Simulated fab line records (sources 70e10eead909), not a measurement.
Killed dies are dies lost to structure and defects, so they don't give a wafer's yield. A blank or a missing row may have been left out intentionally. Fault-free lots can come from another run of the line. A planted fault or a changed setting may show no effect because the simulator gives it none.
fab line records | flow nandHarc
record: lots: 11 | wafers: 33 | lastDay: 31
route steps=1302 shown A_CHANNEL_HOLE_D2@589 END@1302
lots with no fault: from the same line, run without faults
startH: start of the lot's first displayed wafer, in hours after the record's first day | waitH: hours since the lot's step before | " repeats the value in the row above | L1.1+2: a single row standing in for several wafers | - no value present, or no start provided | * or withheld: withheld | < > ~ a bound
route shown NAME@n: names a module that has steps shown in the file, with the first one's number in the route | usual: mean/standard deviation of fault-free wafers | same: alike in all rows | chamber/n: place in a boat | sites: readings site by site | _std_site: the standard deviation of these | _edge_site: the outer-site mean with the inner-site mean subtracted | radiusMm: how far each site lies from the wafer's centre | mask NAME#n: copy n | behind: the last tool/chamber to shape the wafer | hold: what put the lot on hold/how long, in hours/how the hold closed | device: which transistor (n, p or np) failed to switch | end of line: tests of these same wafers at the route's end | a step without rows: its recipe alone | killed: dies that structure and defects cost at the first sort, which is not the same as the wafer's yield | map: the dies of a wafer, with x for killed, . for not killed, _ for no die there
set.NAME: the setting the step ran with; set.NAME@STEP: the setting that earlier step ran with | model.NAME: the simulator's own value behind a step, which no gauge read
a sample of lots followed through the steps of the route, with each step as a table and each wafer as a row
services: a tool's chamber out of use, with start hour (startH, from the record's first day; less than 0 if before it), hours out, and reason
== steps ==
step: NHARC_A_CHANNEL_HOLE_D2_ETCH_16
recipe: targetDepthA: 31000 | overEtchFrac: 0.3 | timeS: 806 | ionEnergyEv: 150 | o2FlowSccm: 400 | cosFlowSccm: 20 | arFlowSccm: 0 | rfW: 500 | biasW: 300 | chemistry: O2/COS
usual: drypumpMotorCurrentA: 5.9/0.52 | oesProductAu: 1.002/0.014 | rfVppV: 314.2/1.6 | runLengthS: 827.4/0.43 | showerheadPlenumPTorr: 3.12/0.093 | throttleValvePct: 28.330/0.009
lot.wafer | tool       | chamber | startH | waitH | drypumpMotorCurrentA | oesProductAu | rfHoursCounterH | rfVppV | runLengthS | showerheadPlenumPTorr | throttleValvePct
L783.2    | rieDiel-09 | 2       | -      | -     | 5.8                  | 1.022        | 7               | 313.6  | 827.0      | 3.10                  | 28.324
L783.4    | "          | 2       | "      | "     | 5.8                  | 1.014        | -               | 313.0  | 827.0      | 3.10                  | 28.351
L783.6    | "          | 0       | "      | "     | 5.5                  | 1.017        | -               | 313.2  | 827.6      | 3.02                  | 28.337
L782.3    | rieDiel-10 | 2       | -      | -     | 6.7                  | 1.009        | 4               | 314.5  | 826.9      | 3.06                  | 28.343
L782.1    | "          | 3       | "      | "     | 6.1                  | 0.983        | 4               | 316.0  | 827.5      | 3.13                  | 28.332
L782.6    | "          | 1       | "      | "     | 5.9                  | 0.991        | -               | 312.4  | 827.0      | 3.06                  | 28.333
L785.1    | rieDiel-12 | 0       | 327.55 | 0.1   | 6.7                  | 0.982        | 2               | 312.6  | 826.8      | 3.02                  | 28.338
L785.6    | "          | 0       | "      | "     | 6.7                  | 0.990        | -               | 313.7  | 827.0      | 3.02                  | 28.324
L785.5    | "          | 1       | "      | "     | 5.1                  | 0.987        | -               | 309.9  | 827.2      | 2.97                  | 28.336
L786.1    | rieDiel-09 | 3       | -      | -     | 5.5                  | 1.006        | 1               | 315.8  | 827.6      | 3.22                  | 28.331
L786.3    | "          | 2       | "      | "     | 5.8                  | 1.029        | 1               | 312.7  | 827.2      | 3.10                  | 28.338
L786.5    | "          | 3       | "      | "     | 5.5                  | 1.005        | -               | 316.3  | 827.9      | 3.22                  | 28.337
L787.1    | rieDiel-09 | 2       | -      | -     | 5.8                  | 1.018        | 1               | 314.7  | 826.9      | 3.10                  | 28.330
L787.3    | "          | 0       | "      | "     | 5.5                  | 1.005        | 1               | 314.3  | 827.4      | 3.02                  | 28.326
L787.5    | "          | 3       | "      | "     | 5.5                  | 1.018        | -               | 316.3  | 827.4      | 3.22                  | 28.315
L788.4    | rieDiel-10 | 0       | -      | -     | 6.4                  | 1.001        | 7               | 315.3  | 827.5      | 3.27                  | 28.315
L788.6    | "          | 2       | "      | "     | 6.8                  | 0.994        | -               | 313.0  | 826.7      | 3.06                  | 28.338
L788.5    | "          | 3       | "      | "     | 6.1                  | 0.991        | -               | 315.7  | 827.6      | 3.13                  | 28.323
L789.4    | rieDiel-10 | 2       | -      | -     | 6.7                  | 1.000        | 11              | 314.3  | 827.2      | 3.06                  | 28.336
L789.1    | "          | 3       | "      | "     | 6.1                  | 0.983        | 9               | 314.7  | 827.7      | 3.13                  | 28.326
L789.5    | "          | 2       | "      | "     | 6.7                  | 1.004        | -               | 312.6  | 827.1      | 3.06                  | 28.331
L793.3    | rieDiel-09 | 3       | -      | -     | 5.5                  | 1.018        | 6               | 314.9  | 827.3      | 3.22                  | 28.336
L793.2    | "          | 1       | "      | "     | 5.4                  | 1.041        | 0               | 315.5  | 827.7      | 3.17                  | 28.332
L793.6    | "          | 2       | "      | "     | 5.8                  | 1.034        | -               | 313.2  | 827.4      | 3.10                  | 28.329
L792.1    | rieDiel-12 | 0       | -      | -     | 6.7                  | 0.992        | 6               | 313.1  | 827.1      | 3.02                  | 28.337
L792.5    | "          | 3       | "      | "     | 5.3                  | 0.992        | -               | 316.2  | 828.2      | 3.27                  | 28.317
L792.6    | "          | 0       | "      | "     | 6.7                  | 0.997        | -               | 311.9  | 826.7      | 3.02                  | 28.332
L800.4    | rieDiel-09 | 2       | -      | -     | 5.8                  | 1.024        | 11              | 314.3  | 826.9      | 3.10                  | 28.320
L800.1    | "          | 3       | "      | "     | 5.5                  | 0.999        | 11              | 315.7  | 827.3      | 3.22                  | 28.323
L800.2    | "          | 0       | "      | "     | 5.5                  | 1.007        | 10              | 314.6  | 827.4      | 3.01                  | 28.334
L801.4    | rieDiel-09 | 2       | -      | -     | 5.8                  | 1.025        | 12              | 315.1  | 827.2      | 3.10                  | 28.339
L801.2    | "          | 3       | "      | "     | 5.5                  | 0.999        | 12              | 315.7  | 827.5      | 3.22                  | 28.321
L801.6    | "          | 2       | "      | "     | 5.8                  | 1.033        | -               | 313.4  | 827.4      | 3.10                  | 28.344
step: NHARC_A_CHANNEL_HOLE_D2_ETCH_24
recipe: biasV: 5000 | sourceW: withheld | pressureMtorr: 20 | timeS: 906.2 | arFlowSccm: 375 | c4f8FlowSccm: 93.8 | o2FlowSccm: 31.2 | tempC: -20 | targetDepthA: 15000 | chemistry: C4F8/O2/Ar
usual: c4f8FlowSccm: 93.81/0.29 | drypumpMotorCurrentA: 5.5/0.34 | runLengthS: 891.8/2.7 | showerheadPlenumPTorr: 3.69/0.11 | throttleValvePct: 32.235/0.0094
lot.wafer | tool       | chamber | startH | waitH | c4f8FlowSccm | drypumpMotorCurrentA | rfHoursCounterH | runLengthS | showerheadPlenumPTorr | throttleValvePct
L783.2    | harEtch-01 | 1       | 293.43 | 0.6   | 93.96        | 5.8                  | 147             | 891.2      | 3.70                  | 32.246
L783.4    | "          | 0       | "      | "     | 93.89        | 5.4                  | -               | 891.2      | 3.70                  | 32.242
L783.6    | "          | 1       | "      | "     | 93.77        | 5.8                  | -               | 891.2      | 3.70                  | 32.224
L782.1    | harEtch-02 | 1       | 295.70 | 0.6   | 93.74        | 4.9                  | 365             | 891.2      | 3.49                  | 32.212
L782.3    | "          | 0       | "      | "     | 93.66        | 5.8                  | -               | 891.2      | 3.72                  | 32.244
L782.6    | "          | 1       | "      | "     | 93.60        | 4.9                  | -               | 891.2      | 3.49                  | 32.231
L785.1    | harEtch-02 | 0       | 332.83 | 1.2   | 93.32        | 5.8                  | 386             | 904.7      | 3.71                  | 32.229
L785.5    | "          | 0       | 333.85 | 1.3   | 93.86        | 5.8                  | -               | 904.7      | 3.71                  | 32.247
L785.6    | "          | 0       | "      | "     | 93.52        | 5.8                  | -               | 904.7      | 3.71                  | 32.239
L786.1    | harEtch-01 | 1       | 343.98 | 0.6   | 94.03        | 5.7                  | 181             | 891.2      | 3.68                  | 32.231
L786.3    | "          | 1       | "      | "     | 94.33        | 5.7                  | -               | 891.2      | 3.68                  | 32.237
L786.5    | "          | 1       | "      | "     | 94.73        | 5.8                  | -               | 891.2      | 3.68                  | 32.232
L788.4    | harEtch-02 | 0       | 351.99 | 0.6   | 94.27        | 5.8                  | -               | 891.2      | 3.70                  | 32.236
L788.5    | "          | 0       | "      | "     | 94.07        | 5.8                  | -               | 891.2      | 3.70                  | 32.237
L788.6    | "          | 1       | "      | "     | 93.69        | 4.9                  | -               | 891.2      | 3.48                  | 32.248
L787.1    | harEtch-01 | 0       | 352.31 | 0.6   | 93.71        | 5.5                  | 189             | 891.2      | 3.68                  | 32.224
L787.3    | "          | 0       | "      | "     | 93.85        | 5.4                  | -               | 891.2      | 3.68                  | 32.231
L787.5    | "          | 0       | "      | "     | 93.62        | 5.5                  | -               | 891.2      | 3.68                  | 32.233
L789.1    | harEtch-02 | 0       | 374.60 | 0.6   | 93.33        | 5.8                  | 415             | 891.2      | 3.70                  | 32.236
L789.4    | "          | 1       | "      | "     | 93.93        | 4.9                  | -               | 891.2      | 3.47                  | 32.226
L789.5    | "          | 0       | "      | "     | 93.44        | 5.8                  | -               | 891.2      | 3.70                  | 32.225
L793.2    | harEtch-01 | 0       | 408.76 | 0.6   | 93.88        | 5.5                  | 227             | 891.2      | 3.66                  | 32.235
L793.3    | "          | 0       | "      | "     | 93.78        | 5.5                  | -               | 891.2      | 3.66                  | 32.218
L793.6    | "          | 0       | "      | "     | 93.75        | 5.5                  | -               | 891.2      | 3.66                  | 32.238
L792.1    | harEtch-02 | 0       | 409.45 | 0.6   | 93.86        | 5.8                  | 2               | 891.2      | 3.69                  | 32.242
L792.6    | "          | 1       | "      | "     | 93.94        | 4.9                  | -               | 891.2      | 3.93                  | 32.221
L792.5    | "          | 0       | "      | "     | 93.99        | 5.8                  | -               | 891.2      | 3.69                  | 32.243
L800.2    | harEtch-01 | 1       | 470.24 | 0.6   | 94.06        | 5.8                  | 269             | 891.2      | 3.63                  | 32.240
L800.1    | "          | 0       | "      | "     | 94.42        | 5.5                  | 269             | 891.2      | 3.63                  | 32.240
L800.4    | "          | 1       | "      | "     | 93.73        | 5.8                  | -               | 891.2      | 3.63                  | 32.226
L801.2    | harEtch-02 | 0       | 481.72 | 0.6   | 93.49        | 5.8                  | 48              | 891.2      | 3.67                  | 32.235
L801.4    | "          | 0       | "      | "     | 93.91        | 5.8                  | -               | 891.2      | 3.67                  | 32.246
L801.6    | "          | 1       | "      | "     | 94.09        | 4.9                  | -               | 891.2      | 3.90                  | 32.228
step: NHARC_A_CHANNEL_HOLE_D2_ETCH_27
recipe: biasV: 400 | sourceW: 2000 | pressureMtorr: 25 | timeS: 90 | arFlowSccm: 375 | c4f8FlowSccm: 41.7 | o2FlowSccm: 83.3 | tempC: -20 | targetDepthA: 4000 | chemistry: C4F8/O2/Ar
usual: c4f8FlowSccm: 41.68/0.13 | drypumpMotorCurrentA: 5.5/0.34 | runLengthS: 121.50/0.28 | showerheadPlenumPTorr: 3.73/0.11 | throttleValvePct: 27.619/0.0081
lot.wafer | tool       | chamber | startH | waitH | c4f8FlowSccm | drypumpMotorCurrentA | rfHoursCounterH | runLengthS | showerheadPlenumPTorr | throttleValvePct
L783.2    | harEtch-01 | 1       | 295.18 | 0.2   | 41.75        | 5.7                  | 148             | 121.53     | 3.74                  | 27.624
L783.4    | "          | 0       | "      | "     | 41.68        | 5.5                  | -               | 121.76     | 3.74                  | 27.608
L783.6    | "          | 1       | "      | "     | 41.41        | 5.8                  | -               | 121.44     | 3.74                  | 27.616
L782.1    | harEtch-02 | 1       | 297.45 | 0.2   | 41.80        | 4.9                  | 367             | 121.35     | 3.53                  | 27.616
L782.3    | "          | 0       | "      | "     | 41.52        | 5.8                  | -               | 121.64     | 3.77                  | 27.628
L782.6    | "          | 1       | "      | "     | 41.73        | 4.9                  | -               | 121.18     | 3.53                  | 27.603
L785.1    | harEtch-02 | 0       | 336.51 | 0.3   | 41.56        | 5.8                  | 390             | 121.37     | 3.76                  | 27.610
L785.5    | "          | 0       | "      | "     | 41.69        | 5.8                  | -               | 121.36     | 3.76                  | 27.612
L785.6    | "          | 0       | "      | "     | 41.43        | 5.8                  | -               | 121.31     | 3.76                  | 27.628
L786.1    | harEtch-01 | 1       | 345.82 | 0.2   | 41.49        | 5.8                  | 182             | 121.55     | 3.72                  | 27.634
L786.3    | "          | 1       | "      | "     | 41.64        | 5.8                  | -               | 121.59     | 3.72                  | 27.611
L786.5    | "          | 1       | "      | "     | 41.71        | 5.8                  | -               | 122.32     | 3.72                  | 27.638
L788.4    | harEtch-02 | 0       | 353.64 | 0.2   | 41.55        | 5.8                  | -               | 121.80     | 3.75                  | 27.621
L788.5    | "          | 0       | "      | "     | 41.69        | 5.8                  | -               | 121.42     | 3.75                  | 27.620
L788.6    | "          | 1       | "      | "     | 41.79        | 5.0                  | -               | 121.49     | 3.51                  | 27.617
L787.1    | harEtch-01 | 0       | 354.16 | 0.2   | 41.56        | 5.5                  | 190             | 121.61     | 3.72                  | 27.601
L787.3    | "          | 0       | "      | "     | 41.43        | 5.5                  | -               | 121.23     | 3.72                  | 27.618
L787.5    | "          | 0       | "      | "     | 41.71        | 5.5                  | -               | 121.29     | 3.72                  | 27.613
L789.1    | harEtch-02 | 0       | 390.04 | 0.2   | 41.70        | 5.8                  | 417             | 121.71     | 3.74                  | 27.619
L789.4    | "          | 1       | "      | "     | 41.77        | 4.9                  | -               | 121.30     | 3.51                  | 27.615
L789.5    | "          | 0       | "      | "     | 41.78        | 5.8                  | -               | 121.33     | 3.74                  | 27.620
L793.2    | harEtch-01 | 0       | 410.53 | 0.2   | 41.78        | 5.5                  | 228             | 121.26     | 3.70                  | 27.618
L793.3    | "          | 0       | "      | "     | 41.75        | 5.5                  | -               | 122.07     | 3.70                  | 27.619
L793.6    | "          | 0       | "      | "     | 41.70        | 5.5                  | -               | 121.24     | 3.70                  | 27.613
L792.1    | harEtch-02 | 0       | 411.19 | 0.2   | 41.70        | 5.8                  | 4               | 121.51     | 3.74                  | 27.612
L792.6    | "          | 1       | "      | "     | 41.83        | 4.9                  | -               | 121.36     | 3.98                  | 27.613
L792.5    | "          | 0       | "      | "     | 41.74        | 5.8                  | -               | 121.71     | 3.74                  | 27.624
L800.2    | harEtch-01 | 1       | 472.08 | 0.2   | 41.54        | 5.7                  | 270             | 121.98     | 3.68                  | 27.616
L800.1    | "          | 0       | "      | "     | 41.60        | 5.5                  | 270             | 121.63     | 3.67                  | 27.629
L800.4    | "          | 1       | "      | "     | 41.71        | 5.7                  | -               | 121.80     | 3.68                  | 27.603
L801.2    | harEtch-02 | 0       | 483.58 | 0.2   | 41.80        | 5.8                  | 50              | 121.41     | 3.71                  | 27.630
L801.4    | "          | 0       | "      | "     | 41.63        | 5.8                  | -               | 121.87     | 3.71                  | 27.614
L801.6    | "          | 1       | "      | "     | 41.58        | 4.9                  | -               | 121.65     | 3.95                  | 27.615
step: NHARC_A_CHANNEL_HOLE_D2_ETCH_44
recipe: targetDepthA: 1400 | overetchA: 140 | timeS: 77 | ionEnergyEv: 100 | cf4FlowSccm: 80 | o2FlowSccm: 20 | arFlowSccm: 0 | rfW: 300 | biasW: 100 | chemistry: CF4/O2
usual: drypumpMotorCurrentA: 5.7/0.53 | oesProductAu: 1.003/0.015 | rfVppV: 197.8/1.2 | runLengthS: 98.4/0.52 | showerheadPlenumPTorr: 1.33/0.047 | throttleValvePct: 13.397/0.011
lot.wafer | tool       | chamber | startH | waitH | drypumpMotorCurrentA | oesProductAu | rfHoursCounterH | rfVppV | runLengthS | showerheadPlenumPTorr | throttleValvePct
L783.4    | rieDiel-12 | 2       | 295.90 | 0.1   | 5.8                  | 0.984        | 0.9             | 198.1  | 98.3       | 1.37                  | 13.400
L783.2    | "          | 3       | "      | "     | 5.3                  | 0.992        | 1.0             | 197.4  | 99.3       | 1.40                  | 13.392
L783.6    | "          | 2       | "      | "     | 5.8                  | 0.987        | -               | 198.4  | 98.3       | 1.37                  | 13.409
L782.3    | rieDiel-09 | 2       | 298.19 | 0.1   | 5.8                  | 1.022        | 8.8             | 198.7  | 98.2       | 1.33                  | 13.392
L782.1    | "          | 3       | "      | "     | 5.5                  | 1.006        | 9.4             | 198.5  | 98.9       | 1.38                  | 13.388
L782.6    | "          | 2       | "      | "     | 5.8                  | 1.010        | -               | 196.7  | 98.0       | 1.33                  | 13.399
L785.1    | rieDiel-12 | 0       | 337.47 | 0.1   | 6.7                  | 0.988        | 2.9             | 198.2  | 97.7       | 1.29                  | 13.403
L785.6    | "          | 1       | "      | "     | 5.1                  | 0.995        | -               | 197.8  | 97.8       | 1.27                  | 13.394
L785.5    | "          | 2       | "      | "     | 5.8                  | 0.993        | -               | 198.0  | 98.3       | 1.37                  | 13.407
L786.1    | rieDiel-12 | 1       | 346.57 | 0.1   | 5.1                  | 0.995        | 3.5             | 197.1  | 97.7       | 1.27                  | 13.397
L786.3    | "          | 2       | "      | "     | 5.8                  | 0.982        | 2.0             | 198.1  | 98.4       | 1.37                  | 13.396
L786.5    | "          | 0       | "      | "     | 6.7                  | 0.992        | -               | 196.2  | 97.9       | 1.29                  | 13.394
L788.6    | rieDiel-10 | 1       | 354.39 | 0.1   | 5.9                  | 0.992        | -               | 197.5  | 98.7       | 1.31                  | 13.405
L788.4    | "          | 2       | "      | "     | 6.7                  | 1.005        | -               | 197.9  | 98.6       | 1.31                  | 13.396
L788.5    | "          | 0       | "      | "     | 6.4                  | 0.997        | -               | 199.6  | 98.5       | 1.40                  | 13.392
L787.1    | rieDiel-09 | 3       | 354.94 | 0.1   | 5.5                  | 1.010        | 2.7             | 199.3  | 98.6       | 1.38                  | 13.404
L787.3    | "          | 0       | "      | "     | 5.5                  | 1.007        | 2.7             | 194.9  | 98.4       | 1.29                  | 13.398
L787.5    | "          | 0       | "      | "     | 5.5                  | 1.009        | -               | 197.0  | 99.1       | 1.29                  | 13.398
L789.1    | rieDiel-09 | 2       | 390.79 | 0.1   | 5.8                  | 1.015        | 5.7             | 197.5  | 98.1       | 1.32                  | 13.400
L789.4    | "          | 0       | "      | "     | 5.5                  | 1.000        | -               | 197.8  | 98.7       | 1.29                  | 13.393
L789.5    | "          | 3       | "      | "     | 5.5                  | 1.009        | -               | 198.5  | 98.5       | 1.38                  | 13.399
L793.2    | rieDiel-12 | 2       | 411.24 | 0.0   | 5.8                  | 0.993        | 4.3             | 199.1  | 98.3       | 1.37                  | 13.390
L793.3    | "          | 0       | "      | "     | 6.7                  | 0.983        | 6.1             | 197.6  | 98.0       | 1.29                  | 13.375
L793.6    | "          | 2       | "      | "     | 5.8                  | 0.980        | -               | 198.6  | 98.5       | 1.37                  | 13.398
L792.1    | rieDiel-09 | 3       | 411.92 | 0.1   | 5.5                  | 1.013        | 7.1             | 197.9  | 98.3       | 1.38                  | 13.389
L792.5    | "          | 1       | "      | "     | 5.4                  | 1.031        | -               | 198.5  | 98.5       | 1.35                  | 13.390
L792.6    | "          | 2       | "      | "     | 5.8                  | 1.016        | -               | 197.5  | 98.3       | 1.32                  | 13.379
L800.2    | rieDiel-12 | 3       | 472.84 | 0.1   | 5.3                  | 1.014        | 1.2             | 199.5  | 93.1       | 1.40                  | 13.393
L800.1    | "          | 0       | "      | "     | 6.7                  | 0.997        | 1.3             | 195.8  | 97.8       | 1.29                  | 13.414
L800.4    | "          | 1       | "      | "     | 5.0                  | 0.988        | 0.2             | 197.4  | 97.9       | 1.27                  | 13.397
L801.4    | rieDiel-12 | 1       | 484.33 | 0.0   | 5.0                  | 0.980        | 0.4             | 197.0  | 97.8       | 1.27                  | 13.412
L801.2    | "          | 2       | "      | "     | 5.9                  | 0.997        | 1.3             | 199.4  | 92.6       | 1.37                  | 13.391
L801.6    | "          | 1       | "      | "     | 5.1                  | 0.986        | -               | 195.4  | 91.7       | 1.27                  | 13.402
step: NHARC_END_SORT_01
recipe: tempC: 25
usual: killedAtArray: 59/20 | killedAtOther: 0.8/1.1 | killedAtPeriphery: 5/3.1 | killedDies: 64/21 | killedOpen: 3.4/1.9 | killedShort: 2.3/1.7
same: grossDies: 677
lot.wafer | tool      | chamber | startH | waitH | killedAtArray | killedAtOther | killedAtPeriphery | killedDies | killedOpen | killedShort
L792.1    | prober-01 | 0       | 674.46 | 2.5   | 78            | 1             | 2                 | 81         | 2          | 3
L792.5    | prober-01 | 0       | 677.65 | 3.7   | 65            | 0             | 4                 | 69         | 4          | 2
L792.6    | prober-01 | 0       | 678.45 | 4.0   | 84            | 1             | 9                 | 94         | 10         | 1
L800.1    | prober-02 | 0       | 745.83 | 2.5   | 69            | 1             | 10                | 80         | 2          | 4
L800.2    | prober-02 | 0       | 746.62 | 2.8   | 197           | 5             | 8                 | 210        | 5          | 1
L800.4    | prober-02 | 0       | 748.21 | 3.4   | 74            | 1             | 16                | 91         | 5          | 2
L801.2    | prober-01 | 0       | 750.44 | 2.8   | 198           | 1             | 5                 | 204        | 0          | 1
L801.4    | prober-01 | 0       | 752.03 | 3.4   | 79            | 0             | 7                 | 86         | 4          | 3
L801.6    | prober-01 | 0       | 753.63 | 4.0   | 184           | 2             | 6                 | 192        | 3          | 1
killed by level:class
L792.1 A_CHANNEL_HOLE_D1:chamberFilmFlake=33 A_SLIT:chamberFilmFlake=23 A_CONTACT:chamberFilmFlake=8 A_STAIRCASE:chamberFilmFlake=3 A_M1:chamberFilmFlake=3 A_CHANNEL_HOLE_D2:chamberFilmFlake=2 P_CONTACT:geometricParticle:open=1 A_ONON_D1:geometricParticle:short=1
L792.5 A_CHANNEL_HOLE_D1:chamberFilmFlake=28 A_SLIT:chamberFilmFlake=25 A_CHANNEL_HOLE_D2:unspecified=3 A_M1:chamberFilmFlake=3 P_GATE:chamberFilmFlake=2 P_M1:geometricParticle:short=1 P_M2:geometricParticle:open=1 A_ONON_D2:geometricParticle:short=1
L792.6 A_CHANNEL_HOLE_D1:chamberFilmFlake=34 A_SLIT:chamberFilmFlake=34 A_M1:chamberFilmFlake=6 P_M0:geometricParticle:open=5 P_M2:geometricParticle:open=2 P_ZERO_WELL:chamberFilmFlake=2 A_CHANNEL_HOLE_D2:unspecified=2 A_ONON_D1:geometricParticle:short=1
L800.1 A_SLIT:chamberFilmFlake=33 A_CHANNEL_HOLE_D2:chamberFilmFlake=17 A_CHANNEL_HOLE_D1:chamberFilmFlake=6 P_M0:chamberFilmFlake=4 A_CONTACT:chamberFilmFlake=3 P_CONTACT:chamberFilmFlake=2 A_STAIRCASE:chamberFilmFlake=2 A_SGD_CUT:chamberFilmFlake=2
L800.2 A_CHANNEL_HOLE_D2:areaEtch=124 A_CHANNEL_HOLE_D2:chamberFilmFlake=28 A_SLIT:chamberFilmFlake=20 A_CHANNEL_HOLE_D1:chamberFilmFlake=7 THIN_TSV:chamberFilmFlake=5 P_M0:chamberFilmFlake=4 A_ZERO_WELL:chamberFilmFlake=4 A_WL_FILL:chamberFilmFlake=3
L800.4 A_CHANNEL_HOLE_D2:chamberFilmFlake=23 A_SLIT:chamberFilmFlake=20 A_STAIRCASE:chamberFilmFlake=8 A_CHANNEL_HOLE_D1:chamberFilmFlake=7 P_CONTACT:chamberFilmFlake=5 P_M0:chamberFilmFlake=5 A_CONTACT:chamberFilmFlake=4 A_WL_FILL:chamberFilmFlake=3
L801.2 A_CHANNEL_HOLE_D2:areaEtch=129 A_CHANNEL_HOLE_D1:chamberFilmFlake=32 A_SLIT:chamberFilmFlake=24 A_CONTACT:chamberFilmFlake=6 A_WL_FILL:chamberFilmFlake=3 P_CONTACT:chamberFilmFlake=2 A_CHANNEL_FILL_D1:chamberFilmFlake=2 A_CHANNEL_FILL_D2:geometricParticle:short=1
L801.4 A_CHANNEL_HOLE_D1:chamberFilmFlake=32 A_SLIT:chamberFilmFlake=22 A_CHANNEL_FILL_D1:chamberFilmFlake=5 A_WL_FILL:chamberFilmFlake=5 A_CONTACT:chamberFilmFlake=5 P_M2:chamberFilmFlake=4 A_BLC:geometricParticle:open=2 P_CONTACT:chamberFilmFlake=2
L801.6 A_CHANNEL_HOLE_D2:areaEtch=99 A_CHANNEL_HOLE_D1:chamberFilmFlake=38 A_SLIT:chamberFilmFlake=31 A_CONTACT:chamberFilmFlake=4 A_WL_FILL:chamberFilmFlake=3 P_M0:geometricParticle:open=2 A_CHANNEL_HOLE_D2:chamberFilmFlake=2 A_STAIRCASE:chamberFilmFlake=2
== services ==
tool       | chamber | startH | hours | kind
rieDiel-12 | -       | 268.40 | 9.0   | pm
rieDiel-09 | 1       | 284.03 | 110.2 | repair
rieDiel-10 | 3       | 298.93 | 6.9   | repair
rieDiel-09 | 2       | 305.36 | 10.9  | repair
rieDiel-10 | 0       | 305.69 | 9.4   | repair
rieDiel-12 | -       | 315.92 | 1.6   | repair
rieDiel-09 | -       | 320.36 | 9.0   | pm
rieDiel-12 | 2       | 321.12 | 15.3  | repair
rieDiel-12 | 3       | 324.38 | 10.3  | repair
harEtch-02 | 1       | 326.51 | -     | consumableReplace:focusRing
harEtch-02 | 1       | 326.51 | 17.0  | scheduledDown
rieDiel-09 | 2       | 334.73 | 1.9   | repair
rieDiel-10 | 3       | 347.19 | 7.3   | repair
rieDiel-09 | 0       | 363.43 | 3.4   | repair
rieDiel-12 | -       | 366.98 | 0.2   | repair
rieDiel-10 | 1       | 378.51 | 8.1   | repair
rieDiel-09 | 0       | 385.19 | 4.8   | repair
rieDiel-10 | 0       | 385.97 | 4.7   | repair
harEtch-02 | -       | 390.19 | 17.0  | pm
rieDiel-10 | -       | 419.50 | 9.0   | pm
rieDiel-09 | 3       | 428.32 | 1.3   | repair
rieDiel-12 | 0       | 429.01 | 3.2   | repair
rieDiel-12 | -       | 445.40 | 9.0   | pm
rieDiel-10 | 2       | 447.48 | 16.9  | repair
== key ==
firstSign: step: NHARC_A_CHANNEL_HOLE_D2_ETCH_44 | reading: runLengthS | direction: down | sigmas: 11 | usual: * | struck: *
effect: step: NHARC_END_SORT_01 | reading: killedAtArray | direction: up | sigmas: 6.9 | usual: 59 | struck: 193
moreKillsBornAt: NHARC_A_CHANNEL_HOLE_D2_ETCH_44@rieDiel-12: 352
metAt NHARC_A_CHANNEL_HOLE_D2_ETCH_44
struckLots L800,L801
struckWafers L800.2,L801.2,L801.6
testerLeftOut L800,L801
notActingAt NHARC_A_CHANNEL_HOLE_D2_ETCH_16,NHARC_A_CHANNEL_HOLE_D2_ETCH_24,NHARC_A_CHANNEL_HOLE_D2_ETCH_27
onsetBetween 411.24 472.84
fault: kind: processParameterDrift | tool: rieDiel-12 | chamber: - | onsetH: 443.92 | steps: NHARC_A_CHANNEL_HOLE_D2_ETCH_44 | channel: timeS | offset: * | shape: step | endH: 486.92 | scope: struckWafersOnly | actsIn: * | stated: *
testerLeftOut: of these lots the tester's yield and bins aren't shown, on N5 and GAA mostly nor the transistor test; their killed dies are dies lost to structure and defects alone, not to doping, threshold or leakage, so they don't give the yield
